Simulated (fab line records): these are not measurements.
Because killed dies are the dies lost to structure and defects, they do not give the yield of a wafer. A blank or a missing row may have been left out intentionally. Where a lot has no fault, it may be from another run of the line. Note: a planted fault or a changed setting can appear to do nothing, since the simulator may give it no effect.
A lot that was struck, set against a sound lot    flow n5_finfet    16 steps out of a route of 1938
Sound: the wafers L622.3, L622.5, L622.6. Struck: wafers L629.2, L629.6. (L629.3 of the same lot was not struck and is left out.) The cause comes at the end.
Per side, at each step with rows, come the tool, then ch with its chambers, and then its first start. Under that, the readings that differ: sound wafers    struck wafers    difference of the means    sigmas: that difference in standard deviations of wafers without a fault.
alike: readings with means less than 2 such deviations apart, plus words and numbers identical on both sides. not compared: withheld readings, readings lacking a value on some wafer, bounds such as >300 that could conceal the same value, and numbers that have no deviation in the record and whose values overlap.
Wherever a step has rows on one side only, a row that says differs or no value, or a row with sigmas, the two part there. Non-overlapping numbers with no deviation appear without sigmas and do not part them. A reading missing from all wafers of one side parts the sides only when that side holds two or more wafers.

first, 4 steps without rows for these wafers: N5_BEOL_M10_HM_STRIP_39 (strips TiN in peroxide tin strip, target depth 25 nm, time 158 s); N5_BEOL_M10_SRD_40 (time 30 s); N5_BEOL_M10_PRECLEAN_42 (cleans in residue remover, time 60 s); N5_BEOL_M10_SRD_43 (time 30 s).
N5_BEOL_M10_CD_MEAS_35: the cd target is 70 nm.
  sound on cd_sem-02 at day 10 16:38; struck on cd_sem-01 at day 12 19:31
  alike: cd_nm
then, 1 step without rows for these wafers: N5_BEOL_M10_CURE_72 (cures SiCOH lowk, time 120 s).
N5_BEOL_M10_DEGAS_44: time 60 s.
  sound on pvd_sputter-02 at day 10 17:45; struck on pvd_sputter-01 at day 12 19:53
  alike: heater_power_w
N5_BEOL_M10_PRE_CLEAN_45: time 30 s.
  sound on pvd_sputter-02 at day 10 17:47; struck on pvd_sputter-01 at day 12 19:56
  alike: heater_power_w
N5_BEOL_M10_ALD_74: deposits TaN, target thk 2 nm, pulse time 2 s, purge time 3 s.
  sound on ald_metal-01 ch 0,1,3, day 10 17:52; struck on ald_metal-01 ch 1,2, day 12 19:59
  alike: chamber_pressure_Torr, heater_power_w, precursor_vessel_temp_c
then, 2 steps without rows for these wafers: N5_BEOL_M10_SURFACE_TREAT_76; N5_BEOL_M10_CVD_75 (deposits Co from CCTBA/H2, target thk 2 nm, time 138.9 s).
N5_BEOL_M10_SPUTTER_48: material Cu, target thk 12 nm, time 2 s.
  sound on pvd_sputter-02 at day 10 18:21; struck on pvd_sputter-02 at day 12 20:41
  alike: throttle_valve_pct
N5_BEOL_M10_ECD_50: material Cu, target thk 318 nm.
  sound on ecd_cu-01 ch 0,1, day 10 18:30; struck on ecd_cu-01 ch 0,1, day 12 20:49
reading                                  sound            struck       difference  sigmas
model.Cu_of_BEOL_M10_ECD_50.thk_nm (nm)  320.2 320 315.6  587.4 584.8  +267.5      
N5_BEOL_M10_ANNEAL_51: time 90 s.
  sound on rtp_anneal-02 ch 0, day 10 18:59; struck on rtp_anneal-01 ch 0, day 12 20:58
reading           sound                 struck         difference  sigmas
wafer_temp_C_max  226.17 226.15 226.06  225.57 225.42  -0.63       -3
  alike: anneal_temp_c
N5_BEOL_M10_CMP_52: polishes, stops on SiCOH lowk, t overpolish 7 s, target thk 140 nm.
  sound on cmp-04 ch 0,1,3, day 10 19:16; struck on cmp-04 ch 0, day 12 21:13
reading                 sound     struck   difference  sigmas
time_to_endpoint_s (s)  67 68 68  126 127  +59         +20
  alike: clearing_platen_rpm, motor_current_A
N5_BEOL_M10_THK_MEAS_53: measures by xrf.
  sound on film_metro-01 at day 10 19:29; struck on film_metro-01 at day 12 21:31
  alike: M10_THK

WHERE THEY PART
First at N5_BEOL_M10_ANNEAL_51; last, within this record, at N5_BEOL_M10_CMP_52. Later steps at which nothing parts them and some readings are alike: N5_BEOL_M10_THK_MEAS_53.

WHY: what the simulator had put in
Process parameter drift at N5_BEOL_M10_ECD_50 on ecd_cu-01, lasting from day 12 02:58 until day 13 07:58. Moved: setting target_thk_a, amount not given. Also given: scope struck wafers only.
